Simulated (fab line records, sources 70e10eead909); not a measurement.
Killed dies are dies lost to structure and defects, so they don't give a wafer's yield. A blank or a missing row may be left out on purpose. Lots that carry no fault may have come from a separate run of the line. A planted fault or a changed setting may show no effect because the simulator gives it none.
Matching of chambers    flow nand-harc    NHARC_A_STAIRCASE_ETCH_292 on rie-diel-09: 4 sister chambers
The step etches the open film in CF4/CHF3. 14 wafers are shown with their chamber, then 7 later ones without.

WAFERS WITH THEIR CHAMBER
wafer   chamber  drypump-motor-current-A (A)  showerhead-plenum-p-Torr (Torr)  rf-vpp-V (V)
L074.4  2        6.1                          1.70                             374.5
L074.5  2        6.1                          1.70                             374.4
L074.6  3        6.4                          1.58                             369.8
L077.1  2        6.2                          1.69                             375.9
L077.2  0        6.0                          1.48                             367.8
L077.3  1        4.7                          1.59                             370.2
L080.1  2        6.2                          1.69                             373.8
L080.3  1        4.7                          1.59                             370.8
L080.5  2        6.2                          1.69                             375.0
L080.2  3        6.4                          1.58                             371.1
L080.4  3        6.4                          1.58                             370.1
L080.6  1        4.7                          1.59                             371.8
L083.1  0        6.0                          1.48                             368.0
L083.4  1        4.7                          1.58                             371.1

SIGNATURES (averages over the wafers above)
reading                   chamber 0  chamber 1  chamber 2  chamber 3  scatter within a chamber
drypump-motor-current-A   6.000      4.700      6.160      6.400      0.0346
showerhead-plenum-p-Torr  1.4800     1.5875     1.6940     1.5800     0.00442
rf-vpp-V                  367.900    370.975    374.720    370.333    0.689
Rule: distance of a wafer from a chamber = root of the sum over the readings of ((wafer's reading minus chamber's mean) / reading's scatter) squared. The wafer belongs to the nearest chamber; if the next one is less than 2 further off, it can't be placed. The scatter: take each reading less its chamber's mean, square it, sum over the shown wafers, divide by the number of wafers less the number of chambers, and take the root.

WAFERS WITHOUT THEIR CHAMBER
wafer   drypump-motor-current-A (A)  showerhead-plenum-p-Torr (Torr)  rf-vpp-V (V)
L083.6  6.0                          1.48                             366.3
L091.3  6.0                          1.47                             366.6
L091.4  4.7                          1.58                             370.6
L091.6  6.1                          1.68                             374.6
L096.1  4.7                          1.57                             369.4
L096.2  6.2                          1.68                             373.3
L096.3  6.0                          1.46                             366.6

THE CHAMBER EACH PASSED THROUGH
wafer   from the rows above  in truth
L083.6  0                    0
L091.3  0                    0
L091.4  1                    1
L091.6  2                    2
L096.1  1                    1
L096.2  2                    2
L096.3  0                    0
Placed correctly: 7 of 7. From these rows, 0 cannot be placed. Placed wrongly: 0.
